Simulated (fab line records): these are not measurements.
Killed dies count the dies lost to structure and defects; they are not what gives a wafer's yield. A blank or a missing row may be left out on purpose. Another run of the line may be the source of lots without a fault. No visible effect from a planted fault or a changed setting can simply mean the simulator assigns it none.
fab line records	flow nand_harc	part 2 of 2: steps 4 to 6 of 6
record lots=22	wafers=66	last_day=33
route steps=1302 shown A_CONTACT@1063 A_BLC@1125 A_M0@1148 A_M1@1181
lots that met no fault: from a run of the same line without faults
start_h: start of the lot's first displayed wafer, in hours after the record's first day	wait_h: hours from the lot's prior step to this one	" identical to the entry in the row above	L1.1+2: a single row standing in for several wafers	- no value present, or no start provided	* or withheld: withheld	< > ~ a bound
route shown NAME@n: names a module that has steps shown in the file, with the first one's number in the route	usual: mean/standard deviation of fault-free wafers	same: alike in all rows	chamber/n: place in a boat	sites: each site's reading	_std_site: standard deviation across them	_edge_site: inner sites' mean taken away from outer sites' mean	radius_mm: for every site, how far away it sits from the centre of the wafer	mask NAME#n: copy n	behind: tool/chamber where the wafer was last shaped	hold: the reason the lot was held/the length of the hold in hours/how it ended	device: which transistor (n, p or np) failed to switch	end of line: the tests these same wafers got at the end of their route	a step with no rows: only its recipe	killed: count of dies lost to structure and defects at first sort (not the wafer's yield)	map: a wafer's dies, marking killed ones x, the rest . and places with no die _
set.NAME: setting as actually run; set.NAME@STEP: the setting as run at that earlier step	model.NAME: the simulator's own value behind a step, which no gauge read
route steps across a sampled set of lots; one table per step, one row per wafer
services: a tool's chamber out of use, with start hour (start_h, from the record's first day; less than 0 if before it), hours out, and reason
## steps
# step NHARC_A_BLC_CMP_25
# recipe t_overpolish_s=30	target_thk_nm=150
# usual motor_current_A=12.4/1.3	overpolish_run_s=30.001/0.0089	time_to_endpoint_s=31/3.6
lot.wafer	tool	chamber	start_h	wait_h	motor_current_A	overpolish_run_s	time_to_endpoint_s
L076.2	cmp-01	2	533.05	0.4	12.0	30.005	22
L076.6	"	1	"	"	11.3	29.987	27
L076.5	"	2	"	"	11.2	29.998	23
L074.1	cmp-04	2	534.87	0.5	13.2	30.003	31
L074.4	"	3	"	"	13.0	30.000	34
L074.6	"	1	"	"	13.0	29.998	35
L075.2	cmp-02	1	541.99	0.4	13.8	30.007	36
L075.5	"	1	"	"	13.5	29.997	38
L075.6	"	2	"	"	11.1	30.006	35
L077.2	cmp-04	3	559.09	0.5	13.8	29.997	34
L077.4	"	0	"	"	10.5	30.000	30
L077.6	"	0	"	"	10.6	29.995	30
L082.1	cmp-02	2	579.32	0.9	11.0	30.013	32
L082.2	"	3	"	"	11.8	29.993	32
L082.5	"	1	"	"	13.4	30.010	37
L080.3	cmp-01	3	582.41	0.6	14.8	30.021	35
L080.1	"	0	"	"	11.8	30.006	30
L080.5	"	1	"	"	11.1	30.013	31
L081.2	cmp-04	1	583.61	0.4	12.6	30.006	39
L081.3	"	2	"	"	12.8	30.005	34
L081.5	"	1	"	"	13.2	29.998	37
L083.2	cmp-04	3	616.40	0.4	13.4	30.002	32
L083.4	"	0	"	"	10.2	30.000	31
L083.5	"	2	"	"	13.0	29.996	30
L084.3	cmp-02	2	628.08	0.3	10.9	29.996	33
L084.1	"	3	"	"	12.1	29.990	31
L084.6	"	0	"	"	10.9	29.999	30
L086.1	cmp-01	0	638.49	0.4	12.1	30.010	27
L086.3	"	1	"	"	11.0	29.999	29
L086.4	"	2	"	"	12.0	29.998	28
L085.2	cmp-04	3	641.60	0.5	14.3	29.996	28
L085.4	"	0	"	"	10.7	29.986	26
L085.1	"	1	"	"	13.2	29.985	32
L087.1	cmp-04	1	661.30	0.4	12.9	29.985	34
L087.4	"	2	"	"	12.9	30.015	30
L087.6	"	2	"	"	12.7	30.011	29
L089.3	cmp-04	3	668.85	0.3	13.7	30.005	31
L089.1	"	0	"	"	10.5	30.001	30
L089.6	"	0	"	"	11.0	29.995	31
L088.2	cmp-04	3	676.33	0.5	14.3	29.994	30
L088.1	"	1	"	"	13.6	30.013	35
L088.5	"	3	"	"	14.0	30.000	32
L090.3	cmp-01	2	706.07	0.3	11.4	30.004	27
L090.2	"	3	"	"	14.1	29.997	32
L090.6	"	3	"	"	14.6	30.011	30
L091.3	cmp-04	0	716.37	0.3	10.0	29.978	25
L091.1	"	1	"	"	12.8	30.002	35
L091.2	"	2	"	"	13.4	30.005	28
L092.4	cmp-02	3	717.95	0.3	11.4	30.011	33
L092.5	"	2	"	"	11.4	29.987	31
L092.6	"	3	"	"	12.5	30.004	31
L093.3	cmp-01	0	723.14	0.3	11.5	30.009	23
L093.2	"	2	"	"	11.8	30.016	25
L093.6	"	3	"	"	14.7	29.997	33
L094.1	cmp-02	1	726.46	0.5	13.3	30.010	33
L094.4	"	2	"	"	10.7	30.023	28
L094.3	"	0	"	"	10.4	29.998	29
L095.3	cmp-04	0	732.00	0.4	10.5	30.012	26
L095.6	"	2	"	"	12.4	30.003	29
L095.5	"	3	"	"	14.1	29.998	33
L096.3	cmp-02	2	732.65	0.3	11.5	30.015	30
L096.4	"	3	"	"	11.9	30.011	30
L096.2	"	0	"	"	10.8	30.015	27
L097.2	cmp-02	0	745.85	0.4	10.6	30.014	30
L097.1	"	2	"	"	11.3	29.990	34
L097.5	"	0	"	"	11.0	29.988	29
# step NHARC_A_M0_OVL_MEAS_10
# recipe pitch_nm=160
# usual overlay_x_nm=-0.2/0.74	overlay_y_nm=0.4/0.9
lot.wafer	tool	chamber	start_h	wait_h	overlay_x_nm	overlay_y_nm
L076.2	overlay-01	-	534.29	-	-0.4	0.3
L076.5	"	-	"	"	-0.7	0.7
L076.6	"	-	"	"	-0.7	1.1
L074.1	overlay-01	-	536.12	-	0.4	-0.4
L074.4	"	-	"	"	-0.1	-0.3
L074.6	"	-	"	"	-0.4	-0.7
L075.2	overlay-02	-	543.39	-	0.0	0.7
L075.5	"	-	"	"	-0.5	0.7
L075.6	"	-	"	"	-0.4	1.1
L077.2	overlay-01	-	560.48	-	-0.9	2.6
L077.4	"	-	"	"	-0.7	2.8
L077.6	"	-	"	"	-1.1	2.4
L082.1	overlay-01	-	580.55	-	0.1	-0.2
L082.2	"	-	"	"	-0.1	-0.5
L082.5	"	-	"	"	0.4	-0.8
L080.1	overlay-02	-	583.63	-	-0.6	0.6
L080.3	"	-	"	"	0.0	0.3
L080.5	"	-	"	"	-0.3	0.5
L081.2	overlay-01	-	584.87	-	-0.1	0.7
L081.3	"	-	"	"	-0.7	0.3
L081.5	"	-	"	"	-1.5	0.9
L083.2	overlay-01	-	617.64	-	0.8	0.5
L083.4	"	-	"	"	0.2	0.3
L083.5	"	-	"	"	0.6	0.3
L084.1	overlay-02	-	629.29	-	-0.7	1.7
L084.3	"	-	"	"	-2.1	1.2
L084.6	"	-	"	"	-2.1	1.2
L086.1	overlay-01	-	639.76	-	1.4	-0.5
L086.3	"	-	"	"	1.6	-1.2
L086.4	"	-	"	"	1.4	-1.2
L085.1	overlay-02	-	642.84	-	0.7	1.2
L085.2	"	-	"	"	-0.2	1.0
L085.4	"	-	"	"	0.2	1.2
L087.1	overlay-02	-	662.57	-	-0.4	1.9
L087.4	"	-	"	"	0.8	0.9
L087.6	"	-	"	"	0.5	1.2
L089.1	overlay-01	-	670.24	-	-1.0	1.6
L089.3	"	-	"	"	-0.6	1.7
L089.6	"	-	"	"	-0.6	1.7
L088.1	overlay-02	-	677.59	-	-0.2	-0.4
L088.2	"	-	"	"	0.0	-0.6
L088.5	"	-	"	"	0.3	-1.0
L090.2	overlay-01	-	707.46	-	-0.4	0.2
L090.3	"	-	"	"	0.5	0.1
L090.6	"	-	"	"	0.1	-0.4
L091.1	overlay-02	-	717.66	-	0.6	0.4
L091.2	"	-	"	"	1.1	0.6
L091.3	"	-	"	"	1.3	0.3
L092.4	overlay-01	-	719.22	-	-0.2	0.3
L092.5	"	-	"	"	-0.1	-0.1
L092.6	"	-	"	"	-0.2	0.5
L093.2	overlay-02	-	724.53	-	-0.8	-1.1
L093.3	"	-	"	"	-1.0	-1.0
L093.6	"	-	"	"	-0.6	-0.9
L094.1	overlay-01	-	727.88	-	-0.6	0.0
L094.3	"	-	"	"	-0.9	-0.5
L094.4	"	-	"	"	-0.9	0.3
L095.3	overlay-02	-	733.73	-	0.0	0.0
L095.5	"	-	"	"	0.2	0.1
L095.6	"	-	"	"	-0.2	-0.1
L096.2	overlay-01	-	734.04	-	-1.7	-0.4
L096.3	"	-	"	"	-1.6	-0.5
L096.4	"	-	"	"	-1.3	0.2
L097.1	overlay-01	-	747.09	-	0.6	-0.3
L097.2	"	-	"	"	0.2	-0.3
L097.5	"	-	"	"	0.3	-0.1
# step NHARC_A_M1_INSPECT_11
# usual raw_defect_count=83/39
lot.wafer	tool	chamber	start_h	wait_h	raw_defect_count
L076.2	defect_inspect-01	-	538.48	0.0	49
L076.5	"	-	"	"	50
L076.6	"	-	"	"	55
L074.1	defect_inspect-02	-	540.36	0.0	13
L074.4	"	-	"	"	20
L074.6	"	-	"	"	19
L075.2	defect_inspect-02	-	547.51	0.0	122
L075.5	"	-	"	"	116
L075.6	"	-	"	"	96
L077.2	defect_inspect-02	-	564.57	0.0	102
L077.4	"	-	"	"	114
L077.6	"	-	"	"	121
L082.1	defect_inspect-01	-	584.70	0.0	173
L082.2	"	-	"	"	157
L082.5	"	-	"	"	141
L080.1	defect_inspect-01	-	587.81	0.0	67
L080.3	"	-	"	"	65
L080.5	"	-	"	"	89
L081.2	defect_inspect-01	-	588.89	0.0	71
L081.3	"	-	"	"	78
L081.5	"	-	"	"	74
L083.2	defect_inspect-01	-	621.92	0.0	94
L083.4	"	-	"	"	67
L083.5	"	-	"	"	85
L084.1	defect_inspect-02	-	633.25	0.0	120
L084.3	"	-	"	"	125
L084.6	"	-	"	"	124
L086.1	defect_inspect-01	-	643.73	0.0	73
L086.3	"	-	"	"	94
L086.4	"	-	"	"	84
L085.1	defect_inspect-02	-	646.93	0.0	130
L085.2	"	-	"	"	122
L085.4	"	-	"	"	136
L087.1	defect_inspect-02	-	666.70	0.0	66
L087.4	"	-	"	"	76
L087.6	"	-	"	"	81
L089.1	defect_inspect-02	-	674.23	0.0	98
L089.3	"	-	"	"	100
L089.6	"	-	"	"	114
L088.1	defect_inspect-02	-	681.80	0.0	85
L088.2	"	-	"	"	62
L088.5	"	-	"	"	64
L090.2	defect_inspect-01	-	711.56	0.0	108
L090.3	"	-	"	"	111
L090.6	"	-	"	"	97
L091.1	defect_inspect-01	-	721.63	0.0	82
L091.2	"	-	"	"	75
L091.3	"	-	"	"	74
L092.4	defect_inspect-02	-	723.18	0.0	92
L092.5	"	-	"	"	107
L092.6	"	-	"	"	111
L093.2	defect_inspect-01	-	728.63	0.0	27
L093.3	"	-	"	"	17
L093.6	"	-	"	"	35
L094.1	defect_inspect-01	-	731.97	0.0	132
L094.3	"	-	"	"	109
L094.4	"	-	"	"	122
L095.3	defect_inspect-01	-	737.90	0.0	69
L095.5	"	-	"	"	79
L095.6	"	-	"	"	81
L096.2	defect_inspect-02	-	738.15	0.0	29
L096.3	"	-	"	"	21
L096.4	"	-	"	"	29
L097.1	defect_inspect-01	-	751.36	0.0	23
L097.2	"	-	"	"	21
L097.5	"	-	"	"	26
## services
tool	chamber	start_h	hours	kind
rie_diel-09	-	497.10	9.0	pm
cmp-04	-	505.45	4.0	pm
cmp-02	-	510.04	1.9	repair
cmp-04	-	515.74	2.9	repair
rie_diel-03	3	517.78	17.8	repair
rie_diel-04	-	531.90	9.0	pm
rie_diel-09	1	536.99	6.1	repair
cmp-02	-	537.81	4.0	pm
cmp-04	-	539.49	1.9	repair
rie_diel-09	2	559.82	6.6	repair
rie_diel-04	3	562.59	3.2	repair
cmp-02	-	563.69	1.4	repair
rie_diel-02	-	570.78	9.0	pm
cmp-04	-	603.45	4.0	pm
rie_diel-03	-	634.91	1.3	repair
rie_diel-03	-	636.26	9.0	pm
rie_diel-09	0	649.35	6.8	repair
rie_diel-09	3	655.93	14.8	repair
rie_diel-02	1	663.83	8.8	repair
rie_diel-09	-	674.10	9.0	pm
cmp-04	-	701.45	4.0	pm
rie_diel-02	1	722.51	4.1	repair
rie_diel-03	3	722.71	9.7	repair
cmp-04	-	723.20	0.5	repair
